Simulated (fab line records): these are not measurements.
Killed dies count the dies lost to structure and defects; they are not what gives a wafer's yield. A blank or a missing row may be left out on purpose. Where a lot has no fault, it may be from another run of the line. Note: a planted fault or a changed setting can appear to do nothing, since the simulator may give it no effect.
fab line records	flow n5Finfet	part 1 of 2: steps 1 to 21 of 27
record: lots: 7	wafers: 21	lastDay: 18
route steps=1938 shown BEOL_M0_SAQP@642 BEOL_M4@1111
lots that met no fault: taken from a fault-free run of the same line
startH: hours from the record's opening day to when the first of the lot's shown wafers began	waitH: hours since the lot's step before	" the same as in the row above	L1.1+2: a row that stands for several wafers	- no value, or no start was given	* or withheld: withheld	< > ~ a bound
route shown NAME@n: a module of which the file shows steps, and the number in the route of the first	usual: mean and standard deviation over wafers with no fault	same: alike in all rows	chamber/n: place in a boat	sites: readings site by site	_std_site: the standard deviation of these	_edge_site: mean of outer sites minus mean of inner sites	radiusMm: for every site, how far away it sits from the centre of the wafer	mask NAME#n: copy n	behind: the most recent tool/chamber to have shaped the wafer	hold: the reason the lot was held/the length of the hold in hours/how it ended	device: which transistor (n, p or np) failed to switch	end of line: the route-end tests of the same wafers	a step without rows: its recipe alone	killed: at the first sort, the dies lost to defects and structure; wafer yield is something else	map: per-die view of a wafer (x killed, . not killed, _ where there is no die)
set.NAME: the run value of the setting; set.NAME@STEP: its run value at that earlier step	model.NAME: the simulator's own value behind a step, which no gauge read
lots seen at some steps along the route; tables by step, rows by wafer
services: from which hour (startH, from the record's first day; less than 0 if before it) a tool's chamber was out of use, for how many hours, and why
== steps ==
step: N5_BEOL_M0_SAQP_COAT_82
recipe: resist: SiARC	tempC: 220	timeS: 60	spinRpm: 1500	resistThkNm: 30
step: N5_BEOL_M0_SAQP_COAT_08
recipe: resist: CAR-ArF	spinRpm: 1500	resistThkNm: 90
step: N5_BEOL_M0_SAQP_EBR_10
recipe: solvent: PGMEA	ebrWidthMm: 1.5
step: N5_BEOL_M0_SAQP_SOFTBAKE_09
recipe: tempC: 110	timeS: 60	resist: CAR-ArF
step: N5_BEOL_M0_SAQP_EXPOSE_11
recipe: maskId: M0_CORE	na: 1.35	sourceShape: dipole	sigmaInner: 0.538	sigmaOuter: 0.738	polarization: te	targetCdNm: 42	doseMj: 55
step: N5_BEOL_M0_SAQP_PEB_12
recipe: pebTempC: withheld	pebTimeS: 60	resist: CAR-ArF
step: N5_BEOL_M0_SAQP_DEVELOP_13
recipe: developTimeS: 30	developer: TMAH	resist: CAR-ArF	devTempC: 23	rinseLiquid: diw	dry: airSpin
step: N5_BEOL_M0_SAQP_CD_MEAS_14
recipe: targetCdNm: 42.5	landingEnergyEv: 500	detector: seInlens
usual: cdNm: 42.4/0.31
lot.wafer	tool	chamber	startH	waitH	cdNm
L504.1	cdSem-03	0	117.80	-	42.7
L504.2	"	0	"	"	42.8
L504.5	"	0	"	"	42.5
L507.1	cdSem-02	0	139.28	-	42.7
L507.3	"	0	"	"	42.3
L507.5	"	0	"	"	42.6
L518.3	cdSem-03	0	208.27	-	42.8
L518.4	"	0	"	"	42.2
L518.5	"	0	"	"	42.2
L519.2	cdSem-01	0	211.29	-	42.6
L519.3	"	0	"	"	43.0
L519.5	"	0	"	"	42.6
L517.1	cdSem-03	0	211.64	-	42.6
L517.4	"	0	"	"	42.6
L517.5	"	0	"	"	42.2
L523.1	cdSem-01	0	233.92	-	42.8
L523.3	"	0	"	"	42.2
L523.4	"	0	"	"	42.6
L525.3	cdSem-02	0	248.26	-	42.4
L525.5	"	0	"	"	42.8
L525.6	"	0	"	"	42.7
step: N5_BEOL_M0_SAQP_OVL_MEAS_15
recipe: pointsPerWafer: 44
usual: M0_CORE_OVL: 0.2/0.96
lot.wafer	tool	chamber	startH	waitH	M0_CORE_OVL[nm]
L504.1	overlay-02	0	117.83	0.0	-0.6
L504.2	"	0	"	"	0.2
L504.5	"	0	"	"	0.2
L507.1	overlay-01	0	139.31	0.0	0.7
L507.3	"	0	"	"	0.5
L507.5	"	0	"	"	2.1
L518.3	overlay-01	0	208.30	0.0	-0.1
L518.4	"	0	"	"	-0.4
L518.5	"	0	"	"	-0.5
L519.2	overlay-01	0	211.32	0.0	0.5
L519.3	"	0	"	"	-0.5
L519.5	"	0	"	"	0.3
L517.1	overlay-02	0	211.67	0.0	0.3
L517.4	"	0	"	"	2.4
L517.5	"	0	"	"	0.4
L523.1	overlay-02	0	233.95	0.0	-0.8
L523.3	"	0	"	"	-0.9
L523.4	"	0	"	"	-2.2
L525.3	overlay-02	0	248.29	0.0	1.1
L525.5	"	0	"	"	0.5
L525.6	"	0	"	"	1.9
step: N5_BEOL_M0_SAQP_INSPECT_16
recipe: mode: adi	inspectInstrument: brightfield
usual: rawDefectCount: 512/130
lot.wafer	tool	chamber	startH	waitH	rawDefectCount
L504.1	defectInspect-01	-	117.85	0.0	516
L504.2	"	-	"	"	333
L504.5	"	-	"	"	336
L507.1	defectInspect-01	-	139.34	0.0	407
L507.3	"	-	"	"	524
L507.5	"	-	"	"	419
L518.3	defectInspect-01	-	208.33	0.0	443
L518.4	"	-	"	"	347
L518.5	"	-	"	"	550
L519.2	defectInspect-02	-	211.34	0.0	396
L519.3	"	-	"	"	477
L519.5	"	-	"	"	429
L517.1	defectInspect-02	-	211.69	0.0	793
L517.4	"	-	"	"	584
L517.5	"	-	"	"	507
L523.1	defectInspect-02	-	233.97	0.0	448
L523.3	"	-	"	"	398
L523.4	"	-	"	"	488
L525.3	defectInspect-02	-	248.32	0.0	531
L525.5	"	-	"	"	873
L525.6	"	-	"	"	759
step: N5_BEOL_M0_SAQP_DESCUM_19
recipe: chemistry: O2	timeS: 7.9	sourcePowerW: 50	biasPowerW: 20	pressureMtorr: 20	rfFrequencyHz: 2.712e+07	tempC: 40	resist: CAR-ArF	o2FlowSccm: 225
usual: drypumpMotorCurrentA: 5.9/0.34	oesProductAu: 0.80/0.095	rfVppV: 243.4/1.4	showerheadPlenumPTorr: 2.11/0.06	throttleValvePct: 20.4/0.32
lot.wafer	tool	chamber	startH	waitH	drypumpMotorCurrentA	oesProductAu	rfHoursCounterH	rfVppV	showerheadPlenumPTorr	throttleValvePct
L504.1	rieDiel-03	3	117.89	0.0	6.3	0.78	137	245.1	2.19	20.3
L504.2	"	1	"	"	6.1	0.76	149	244.4	2.18	20.8
L504.5	"	0	"	"	5.6	0.93	-	243.2	2.04	19.8
L507.1	rieDiel-03	2	139.37	0.0	6.3	0.97	4	239.8	2.06	20.2
L507.3	"	1	"	"	6.1	0.76	156	245.3	2.18	20.8
L507.5	"	1	"	"	6.1	0.75	-	244.4	2.18	20.8
L518.3	rieDiel-06	0	208.36	0.0	5.8	0.69	236	243.5	2.16	20.5
L518.4	"	1	"	"	5.9	0.69	226	242.8	2.07	21.0
L518.5	"	1	"	"	5.9	0.69	-	243.1	2.07	21.0
L519.2	rieDiel-04	1	211.37	0.0	5.5	0.67	228	242.8	2.15	20.5
L519.3	"	2	"	"	5.6	0.80	111	241.7	2.02	20.4
L519.5	"	1	"	"	5.6	0.67	-	243.9	2.15	20.5
L517.1	rieDiel-03	0	211.73	0.0	5.6	0.87	56	242.6	2.03	19.8
L517.4	"	3	"	"	6.3	0.76	164	246.3	2.18	20.4
L517.5	"	0	"	"	5.6	0.88	-	243.5	2.03	19.8
L523.1	rieDiel-04	2	234.75	0.8	5.6	0.79	120	243.4	2.01	20.4
L523.3	"	3	"	"	5.5	0.77	128	243.3	2.10	20.4
L523.4	"	1	"	"	5.6	0.67	237	244.5	2.15	20.5
L525.3	rieDiel-06	2	248.35	0.0	5.2	0.81	99	243.1	2.11	20.7
L525.5	"	3	"	"	5.8	0.89	-	242.4	2.13	20.0
L525.6	"	0	"	"	5.7	0.68	-	243.0	2.15	20.6
step: N5_BEOL_M0_SAQP_ETCH_83
recipe: chemistry: CF4	target: SiARC	targetDepthA: 390	maskMaterial: CAR-ArF	timeS: 65	ionEnergyEv: 80	pressureMtorr: 40	sourceW: 545	biasW: 36	Ar_flow_sccm: 100	cf4FlowSccm: 100	ends: cleared
usual: biasW: 36.00/0.1	cf4FlowSccm: 100.0/0.31	drypumpMotorCurrentA: 5.9/0.34	etchRfOnTimeS: 64.7/0.87	mfcArSccm: 99.96/0.3	oesProductAu: 0.68/0.079	rfVppV: 184.2/1.1	showerheadPlenumPTorr: 2.16/0.059	throttleValvePct: 15.6/0.33
lot.wafer	tool	chamber	startH	waitH	biasW	cf4FlowSccm	drypumpMotorCurrentA	etchRfOnTimeS	mfcArSccm	oesProductAu	rfHoursCounterH	rfVppV	showerheadPlenumPTorr	throttleValvePct
L504.1	rieDiel-03	3	117.92	0.0	35.87	99.6	6.3	64.3	100.43	0.67	137	184.9	2.24	15.5
L504.2	"	1	"	"	36.00	99.9	6.1	65.2	99.79	0.66	149	185.1	2.23	16.0
L504.5	"	0	"	"	35.94	100.1	5.7	63.2	100.00	0.79	-	183.9	2.09	15.0
L507.1	rieDiel-03	2	139.41	0.0	35.96	99.7	6.3	64.3	100.02	0.82	4	182.6	2.11	15.3
L507.3	"	1	"	"	36.00	100.3	6.1	66.1	99.25	0.65	156	185.0	2.23	16.0
L507.5	"	1	"	"	36.08	99.9	6.1	66.0	99.49	0.65	-	185.8	2.23	16.0
L518.3	rieDiel-06	0	208.39	0.0	36.02	100.0	5.8	65.1	100.10	0.59	236	184.9	2.19	15.7
L518.4	"	1	"	"	36.01	100.2	5.9	65.9	99.14	0.59	226	183.9	2.11	16.1
L518.5	"	1	"	"	35.95	99.8	5.9	66.3	99.96	0.59	-	182.2	2.11	16.1
L519.2	rieDiel-04	1	211.41	0.0	35.95	99.8	5.6	64.9	99.91	0.58	229	183.6	2.20	15.7
L519.3	"	2	"	"	35.94	100.0	5.6	64.4	99.50	0.69	111	181.5	2.07	15.6
L519.5	"	1	"	"	36.03	99.8	5.5	64.9	99.69	0.57	-	185.2	2.20	15.7
L517.1	rieDiel-03	0	211.76	0.0	35.88	99.7	5.6	63.9	99.97	0.74	56	183.9	2.08	15.1
L517.4	"	3	"	"	36.07	99.7	6.3	64.8	99.65	0.64	164	183.1	2.23	15.6
L517.5	"	0	"	"	35.97	99.6	5.6	64.0	99.35	0.74	-	184.3	2.08	15.0
L523.1	rieDiel-04	2	234.78	0.0	36.03	100.1	5.6	63.8	99.97	0.69	120	184.6	2.07	15.6
L523.3	"	3	"	"	36.21	100.5	5.4	64.8	100.05	0.66	128	183.8	2.15	15.6
L523.4	"	1	"	"	36.04	100.1	5.6	64.4	99.80	0.57	237	183.9	2.20	15.8
L525.3	rieDiel-06	2	248.38	0.0	35.85	100.0	5.2	65.0	99.68	0.68	99	184.1	2.16	15.8
L525.5	"	3	"	"	36.00	100.0	5.8	63.9	99.94	0.76	-	185.0	2.18	15.2
L525.6	"	0	"	"	36.02	100.1	5.7	65.6	100.00	0.57	-	185.1	2.19	15.7
step: N5_BEOL_M0_SAQP_ETCH_84
recipe: chemistry: N2/H2	target: SOC	targetDepthA: 1000	overetchA: 200	maskMaterial: SiARC	tempC: 40	timeS: 150	ionEnergyEv: 200	pressureMtorr: 30	sourceW: 840	biasW: 150	n2FlowSccm: 200	h2FlowSccm: 200
usual: biasW: 150.0/0.44	chamberPressureMTorr: 30.001/0.028	drypumpMotorCurrentA: 5.9/0.34	oesProductAu: 0.71/0.079	rfVppV: 524.4/2.2	showerheadPlenumPTorr: 2.56/0.071	throttleValvePct: 17.8/0.33
lot.wafer	tool	chamber	startH	waitH	biasW	chamberPressureMTorr	drypumpMotorCurrentA	oesProductAu	rfHoursCounterH	rfVppV	showerheadPlenumPTorr	throttleValvePct	model.CAR-ArF_of_BEOL_M0_SAQP_COAT_08.thkNm	model.SiARC_of_BEOL_M0_SAQP_COAT_82.thkNm
L504.1	rieDiel-03	3	117.97	0.0	149.9	30.047	6.3	0.69	137	527.1	2.65	17.7	0	24.4
L504.2	"	1	"	"	150.5	30.025	6.1	0.68	149	526.1	2.65	18.2	0	24.2
L504.5	"	0	"	"	149.6	29.974	5.6	0.81	-	521.5	2.49	17.2	0	24.2
L507.1	rieDiel-03	2	139.46	0.0	149.8	30.018	6.3	0.86	4	522.6	2.49	17.6	0	24.2
L507.3	"	1	"	"	149.3	29.993	6.1	0.68	156	526.0	2.65	18.3	0	24.4
L507.5	"	1	"	"	149.2	29.998	6.1	0.68	-	526.5	2.65	18.3	0	24.4
L518.3	rieDiel-06	0	208.44	0.0	-	-	-	-	-	-	-	-	55.6	30
L518.4	"	1	"	"	-	-	-	-	-	-	-	-	55.6	30
L518.5	"	1	"	"	-	-	-	-	-	-	-	-	55.6	30
L519.2	rieDiel-04	1	211.46	0.0	-	-	-	-	-	-	-	-	55.6	30
L519.3	"	2	"	"	-	-	-	-	-	-	-	-	56	29.8
L519.5	"	1	"	"	-	-	-	-	-	-	-	-	55.8	30
L517.1	rieDiel-03	0	211.81	0.0	-	-	-	-	-	-	-	-	55	30
L517.4	"	3	"	"	-	-	-	-	-	-	-	-	55.4	29.8
L517.5	"	0	"	"	-	-	-	-	-	-	-	-	55.2	29.8
L523.1	rieDiel-04	2	234.83	0.0	150.3	29.956	5.6	0.71	120	521.4	2.45	18.0	0	24.4
L523.3	"	3	"	"	149.3	30.001	5.5	0.69	128	524.6	2.55	17.8	0	24.4
L523.4	"	1	"	"	150.5	29.982	5.6	0.61	237	524.7	2.62	18.0	0	24.4
L525.3	rieDiel-06	1	248.43	0.0	150.1	29.966	5.9	0.62	237	523.0	2.50	18.4	0	24.4
L525.5	"	3	"	"	150.2	30.034	5.8	0.79	-	524.6	2.59	17.4	0	24.4
L525.6	"	0	"	"	149.7	30.000	5.7	0.61	-	525.3	2.61	17.9	0	24.4
step: N5_BEOL_M0_SAQP_STRIP_80
recipe: chemistry: N2/H2	tempC: 40	n2FlowSccm: 200	h2FlowSccm: 200	rfFrequencyHz: 6e+07
step: N5_BEOL_M0_SAQP_HM_OPEN_112
recipe: chemistry: CHF3/O2	target: SiO2	stopOn: a-Si	targetDepthA: 120	overEtchFrac: 1.25	maskMaterial: SOC	timeS: 13.5	pressureMtorr: 30	sourceW: 650	biasW: 170	Ar_flow_sccm: 200	CHF3_flow_sccm: 50	O2_flow_sccm: 5	ionEnergyEv: 200	ends: endPoint
usual: drypumpMotorCurrentA: 5.9/0.34	mfcArSccm: 200.1/0.59	oesProductAu: 0.52/0.058	rfVppV: 523/5.9	showerheadPlenumPTorr: 2.43/0.067	throttleValvePct: 18.8/0.32
lot.wafer	tool	chamber	startH	waitH	drypumpMotorCurrentA	mfcArSccm	oesProductAu	rfHoursCounterH	rfVppV	showerheadPlenumPTorr	throttleValvePct	model.SiARC_of_BEOL_M0_SAQP_COAT_82.thkNm
L504.1	rieDiel-03	3	118.08	0.0	6.3	199.8	0.51	137	521	2.52	18.8	5.2
L504.2	"	1	"	"	6.1	200.8	0.49	149	531	2.51	19.2	5
L504.5	"	0	"	"	5.6	200.2	0.60	-	518	2.36	18.3	4.6
L507.1	rieDiel-03	2	139.56	0.0	6.3	200.3	0.62	4	516	2.37	18.5	4.4
L507.3	"	1	"	"	6.1	200.5	0.49	156	530	2.51	19.2	5
L507.5	"	1	"	"	6.1	200.6	0.50	-	531	2.51	19.2	4.8
L518.3	rieDiel-06	0	208.55	0.0	5.7	200.0	0.26	236	530	2.47	18.8	10.8
L518.4	"	1	"	"	5.9	199.9	0.26	227	535	2.38	19.3	10.6
L518.5	"	1	"	"	5.9	199.2	0.26	-	534	2.38	19.3	10.8
L519.2	rieDiel-04	1	211.57	0.0	5.5	199.6	0.25	229	518	2.48	18.9	11
L519.3	"	2	"	"	5.6	199.9	0.30	112	518	2.33	18.8	10.6
L519.5	"	1	"	"	5.5	200.3	0.25	-	518	2.48	18.9	11
L517.1	rieDiel-03	0	211.92	0.0	5.6	199.6	0.32	56	518	2.35	18.2	10.6
L517.4	"	3	"	"	6.3	199.9	0.28	165	520	2.51	18.8	11
L517.5	"	0	"	"	5.6	199.3	0.33	-	519	2.35	18.2	10.4
L523.1	rieDiel-04	2	234.94	0.0	5.6	199.0	0.52	120	517	2.33	18.8	5.2
L523.3	"	3	"	"	5.4	200.2	0.51	129	528	2.42	18.8	5
L523.4	"	1	"	"	5.6	200.1	0.44	237	519	2.48	19.0	5.6
L525.3	rieDiel-06	1	248.54	0.0	5.9	199.8	0.45	237	533	2.38	19.4	5
L525.5	"	0	"	"	5.8	198.6	0.45	-	529	2.46	18.9	5.2
L525.6	"	1	"	"	5.9	199.4	0.45	-	533	2.38	19.4	5.2
step: N5_BEOL_M0_SAQP_STRIP_113
recipe: chemistry: CHF3/O2	resist: SiARC	rfFrequencyHz: 6e+07
step: N5_BEOL_M0_SAQP_MANDREL_ETCH_20
recipe: targetDepthA: 600	chemistry: HBr/Cl2	target: a-Si	stopOn: SiNx	btTimeS: 10	maskMaterial: SOC	overEtchFrac: 0.5	timeS: 30	pressureMtorr: 10	icpW: 800	biasW: 75	HBr_flow_sccm: 150	Cl2_flow_sccm: 80	ends: endPoint
usual: HBr_flow_sccm: 149.9/0.48	biasW: 75.01/0.22	drypumpMotorCurrentA: 5.8/0.38	oesProductAu: 0.778/0.014	throttleValvePct: 35.47/0.27
lot.wafer	tool	chamber	startH	waitH	HBr_flow_sccm	biasW	drypumpMotorCurrentA	oesProductAu	rfHoursCounterH	throttleValvePct
L504.1	rieSi-02	1	118.16	0.0	150.2	74.91	6.1	0.767	1	35.37
L504.2	"	0	"	"	150.4	75.18	5.2	0.757	58	35.60
L504.5	"	3	"	"	149.6	75.05	5.3	0.806	-	35.26
L507.1	rieSi-06	1	139.65	0.0	149.8	75.23	5.7	0.790	145	35.45
L507.3	"	0	"	"	150.1	75.04	5.7	0.760	29	35.27
L507.5	"	2	"	"	150.7	75.12	5.6	0.758	-	35.83
L518.3	rieSi-05	2	208.63	0.0	150.1	74.53	6.2	0.330	183	36.57
L518.4	"	3	"	"	149.8	74.67	5.3	0.335	19	36.32
L518.5	"	0	"	"	149.9	74.92	6.2	0.316	-	36.52
L519.2	rieSi-06	2	211.65	0.0	149.4	75.16	5.7	0.314	20	36.70
L519.3	"	1	"	"	150.4	74.98	5.7	0.340	147	36.30
L519.5	"	3	"	"	150.0	74.75	6.2	0.339	-	35.77
L517.1	rieSi-05	0	212.00	0.0	149.6	75.08	6.2	0.333	98	36.52
L517.4	"	1	"	"	150.5	75.00	6.2	0.327	55	36.65
L517.5	"	1	"	"	149.9	75.39	6.1	0.325	-	36.62
L523.1	rieSi-06	1	235.02	0.0	150.0	74.70	5.7	0.788	147	35.45
L523.3	"	3	"	"	149.8	74.80	6.2	0.792	137	34.90
L523.4	"	2	"	"	149.9	75.05	5.7	0.758	21	35.81
L525.3	rieSi-02	3	248.62	0.0	149.2	75.02	5.3	0.793	157	35.29
L525.5	"	0	"	"	150.4	74.79	5.2	0.767	-	35.60
L525.6	"	3	"	"	149.4	75.25	5.3	0.786	-	35.27
step: N5_BEOL_M0_SAQP_STRIP_86
recipe: chemistry: N2/H2	powerW: 500	tempC: 40	pressureMtorr: 50	rfFrequencyHz: 6e+07	overashFraction: 0.3	biasPowerW: 28	h2Frac: 0.5	n2FlowSccm: 300	h2FlowSccm: 300
usual: drypumpMotorCurrentA: 5.9/0.34	oesProductAu: 0.80/0.091	rfVppV: 122.0/1.4	showerheadPlenumPTorr: 3.38/0.092	throttleValvePct: 19.0/0.43
lot.wafer	tool	chamber	startH	waitH	drypumpMotorCurrentA	oesProductAu	rfHoursCounterH	rfVppV	showerheadPlenumPTorr	throttleValvePct
L504.1	rieDiel-04	0	118.27	0.1	6.3	0.68	234	121.0	3.32	19.4
L504.2	"	3	"	"	5.5	0.80	97	120.8	3.38	18.8
L504.5	"	1	"	"	5.6	0.70	-	120.7	3.47	19.2
L507.1	rieDiel-03	0	139.74	0.1	5.6	0.91	36	121.8	3.29	18.2
L507.3	"	1	"	"	6.1	0.75	156	120.1	3.49	19.5
L507.5	"	0	"	"	5.6	0.91	-	121.9	3.29	18.2
L518.3	rieDiel-04	0	208.73	0.1	6.3	0.96	6	121.3	3.30	19.1
L518.4	"	2	"	"	5.6	0.80	-	121.3	3.25	19.4
L518.5	"	0	"	"	6.3	0.96	-	121.8	3.30	19.1
L519.2	rieDiel-06	3	211.75	0.1	5.8	0.90	16	121.3	3.43	18.6
L519.3	"	2	"	"	5.2	0.82	88	121.9	3.39	19.1
L519.5	"	3	"	"	5.8	0.90	-	124.4	3.43	18.6
L517.1	rieDiel-03	3	212.10	0.1	6.3	0.75	165	122.2	3.47	18.8
L517.4	"	0	"	"	5.6	0.88	56	119.5	3.28	18.2
L517.5	"	0	"	"	5.6	0.88	-	119.2	3.28	18.3
L523.1	rieDiel-03	2	235.12	0.1	6.3	0.90	33	122.6	3.27	19.0
L523.3	"	1	"	"	6.1	0.73	184	124.9	3.48	19.6
L523.4	"	0	"	"	5.7	0.88	64	124.9	3.27	18.3
L525.3	rieDiel-06	1	248.72	0.1	5.9	0.68	238	120.5	3.31	19.6
L525.5	"	3	"	"	5.9	0.87	-	123.4	3.42	18.6
L525.6	"	0	"	"	5.8	0.68	-	119.8	3.44	19.0
step: N5_BEOL_M0_SAQP_STRIP_115
recipe: chemistry: postEtchResidueRemover	timeS: 60	tempC: 25	removerPh: withheld	removerWaterWtPct: withheld	removerFluorideWtPct: withheld
step: N5_BEOL_M0_SAQP_SRD_93
recipe: dry: ipaMarangoni	timeS: 30	tempC: 23	rinseLiquid: diw
step: N5_BEOL_M0_SAQP_RECESS_114
recipe: chemistry: HF/NH3	target: SiO2	targetDepthA: 144	afsCycles: 3	tempC: 30	sublimationTempC: 180	sublimationTimeS: 60
usual: drypumpMotorCurrentA: 6.1/0.35
lot.wafer	tool	chamber	startH	waitH	drypumpMotorCurrentA
L504.1	vaporEtch-01	0	118.63	0.3	5.5
L504.2	"	1	"	"	6.4
L504.5	"	0	"	"	5.6
L507.1	vaporEtch-02	0	139.87	0.0	6.4
L507.3	"	1	"	"	5.9
L507.5	"	1	"	"	5.9
L518.3	vaporEtch-01	0	208.98	0.1	5.6
L518.4	"	1	"	"	6.4
L518.5	"	1	"	"	6.4
L519.2	vaporEtch-02	1	211.88	0.0	5.9
L519.3	"	1	"	"	5.9
L519.5	"	0	"	"	6.4
L517.1	vaporEtch-02	1	212.36	0.2	5.9
L517.4	"	1	"	"	5.9
L517.5	"	1	"	"	5.9
L523.1	vaporEtch-01	0	235.25	0.0	5.5
L523.3	"	1	"	"	6.5
L523.4	"	0	"	"	5.5
L525.3	vaporEtch-02	1	248.97	0.1	5.9
L525.5	"	0	"	"	6.4
L525.6	"	1	"	"	5.9
== key ==
firstSign: step: N5_BEOL_M0_SAQP_ETCH_84	reading: toolRecord	direction: missing
effect: step: N5_BEOL_M0_SAQP_HM_OPEN_112	reading: oesProductAu	direction: down	sigmas: 4.1	usual: 0.52	struck: 0.28
effect: step: N5_BEOL_M0_SAQP_MANDREL_ETCH_20	reading: oesProductAu	direction: down	sigmas: 31	usual: 0.778	struck: 0.329
effect: step: N5_BEOL_M0_SAQP_SPACER1_ETCHBACK_99	reading: oesProductAu	direction: down	sigmas: 5.7	usual: 0.80	struck: 0.30
effect: step: N5_BEOL_M0_SAQP_MANDREL1_REMOVE_100	reading: oesProductAu	direction: down	sigmas: 31	usual: 1.005	struck: 0.377
effect: step: N5_BEOL_M0_SAQP_CD_MEAS_25	reading: cdNm	direction: missing
modelEffect: step: N5_BEOL_M0_SAQP_ETCH_84	value: CAR-ArF_of_BEOL_M0_SAQP_COAT_08.thkNm	without: 0	struck: 55.53
modelEffect: step: N5_BEOL_M0_SAQP_HM_OPEN_112	value: SiARC_of_BEOL_M0_SAQP_COAT_82.thkNm	without: 5.022	struck: 10.76
metAt N5_BEOL_M0_SAQP_ETCH_84
struckWafers L517.1,L517.4,L517.5,L518.3,L518.4,L518.5,L519.2,L519.3,L519.5
laterRowsLeftOut L517.1,L517.4,L517.5,L518.3,L518.4,L518.5,L519.2,L519.3,L519.5
sortLeftOut L517.1,L517.4,L517.5,L518.3,L518.4,L518.5,L519.2,L519.3,L519.5
onsetBetween 139.46 208.44
fault: kind: skippedStepWhole	tool: rieDiel-03,rieDiel-04,rieDiel-06	chamber: -	onsetH: 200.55	steps: N5_BEOL_M0_SAQP_ETCH_84	scope: struckLotsOnly
sortLeftOut: the simulated sort isn't trusted on such a fault, so these wafers' sort isn't shown, and their yield isn't known
laterRowsLeftOut: the simulator's readings of these wafers behind a module that went badly wrong aren't trusted and aren't shown, but for the sort
